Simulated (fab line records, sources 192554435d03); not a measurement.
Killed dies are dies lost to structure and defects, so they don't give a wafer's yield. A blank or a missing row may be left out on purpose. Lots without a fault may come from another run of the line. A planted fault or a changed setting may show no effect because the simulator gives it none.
A struck lot beside a sound one | flow n5_finfet | 35 steps out of a route of 1938
Sound: wafers L737.2, L737.3, L737.6. Struck: wafers L739.1, L739.6. (L739.5 of the same lot was not struck and is left out.) The cause comes at the end.
At each step with rows: each side's tool, then ch and its chambers, then its first start. Under that, the readings that differ: sound wafers | struck wafers | difference of the means | sigmas: that difference in standard deviations of wafers without a fault.
alike: readings whose means differ by less than 2 such deviations, and words and numbers that are the same on both sides. not compared: withheld readings, readings that some wafer has no value for, bounds like >300 that may hide the same value, and numbers for which the record gives no deviation and whose values overlap.
The two part at a step that has a row with sigmas, a row that says differs or no value, or rows on one side only. Numbers that don't overlap but have no deviation are shown without sigmas and don't part them. A reading that every wafer of one side lacks parts them only if that side has two wafers or more.

first, 11 steps without rows for these wafers: N5_BEOL_M15_TRENCH_ETCH_34 (etches SiO2 in C4F8/O2/Ar, target depth 872.93 nm, time 199 s); N5_BEOL_M15_STRIP_36 (strips in O2); N5_BEOL_M15_STRIP_62 (strips in O2); N5_BEOL_M15_STRIP_37 (strips in O2); N5_BEOL_M15_ETCH_38 (etches SiCN in CF4/N2, target depth 106.4 nm, time 120.5 s); N5_BEOL_M15_PRECLEAN_39 (cleans in residue remover, time 60 s); N5_BEOL_M15_SRD_40 (time 30 s, dry time 30 s); N5_BEOL_M15_DEGAS_41 (time 60 s); N5_BEOL_M15_PRE_CLEAN_42 (time 30 s); N5_BEOL_M15_SPUTTER_43 (material TaN, target thk 15 nm, time 24.19 s); N5_BEOL_M15_SPUTTER_44 (material Ta, target thk 15 nm, time 24.19 s).
N5_BEOL_M15_SPUTTER_45: material Cu, target thk 100 nm, time 16.67 s.
  sound on pvd_sputter-01, day 15 04:01; struck on pvd_sputter-01, day 15 19:07
  alike: throttle_valve_pct
then, 22 steps without rows for these wafers: N5_BEOL_M15_ECD_47 (material Cu, target thk 1860 nm); N5_BEOL_M15_ANNEAL_48 (time 90 s); N5_BEOL_M15_CMP_49 (polishes, stops on SiO2, t overpolish 4.9 s, target thk 850 nm); N5_BEOL_M15_PRE_CLEAN_52 (time 15 s); N5_BEOL_M15_DEP_53 (deposits SiCN from 3MS/NH3, target thk 50 nm, time 17.8 s); N5_PASSIVATION_PECVD_00 (deposits SiO2 from SiH4/N2O, target thk 200 nm, time 11.2 s); N5_MIM_BOT_DEGAS_01 (time 60 s); N5_MIM_BOT_SPUTTER_00 (material TiN, target thk 35 nm, time 89.7 s); N5_MIM_TOP_ALD_00 (deposits Al2O3, purge time 3 s, co reactant pulse time 3 s); N5_MIM_TOP_ALD_01 (deposits HfO2, target thk 5.6 nm, pulse time 1 s, purge time 3 s); N5_MIM_TOP_ALD_02 (deposits Al2O3, purge time 3 s, co reactant pulse time 3 s); N5_MIM_TOP_DEGAS_04 (time 60 s); N5_MIM_TOP_SPUTTER_03 (material TiN, target thk 35 nm, time 89.7 s); N5_MIM_TOP_LITHO_HMDS_01 (time 60 s); N5_MIM_TOP_LITHO_COAT_02; N5_MIM_TOP_LITHO_EBR_04; N5_MIM_TOP_LITHO_SOFTBAKE_03 (time 90 s); N5_MIM_TOP_LITHO_EXPOSE_05 (exposes mask MIM TOP, target cd 2000 nm); N5_MIM_TOP_LITHO_PEB_06; N5_MIM_TOP_LITHO_DEVELOP_07 (develop time 60 s); N5_MIM_TOP_LITHO_HARDBAKE_09 (time 120 s); N5_MIM_TOP_LITHO_DESCUM_10 (chemistry O2, time 7.9 s).
N5_PASSIVATION_PROBE_49:
  the record has rows for the struck wafers here (prober-02, day 16 10:02) and none for the sound ones

WHERE THEY PART
Only at N5_PASSIVATION_PROBE_49, within this record.

WHY: what the simulator had put in
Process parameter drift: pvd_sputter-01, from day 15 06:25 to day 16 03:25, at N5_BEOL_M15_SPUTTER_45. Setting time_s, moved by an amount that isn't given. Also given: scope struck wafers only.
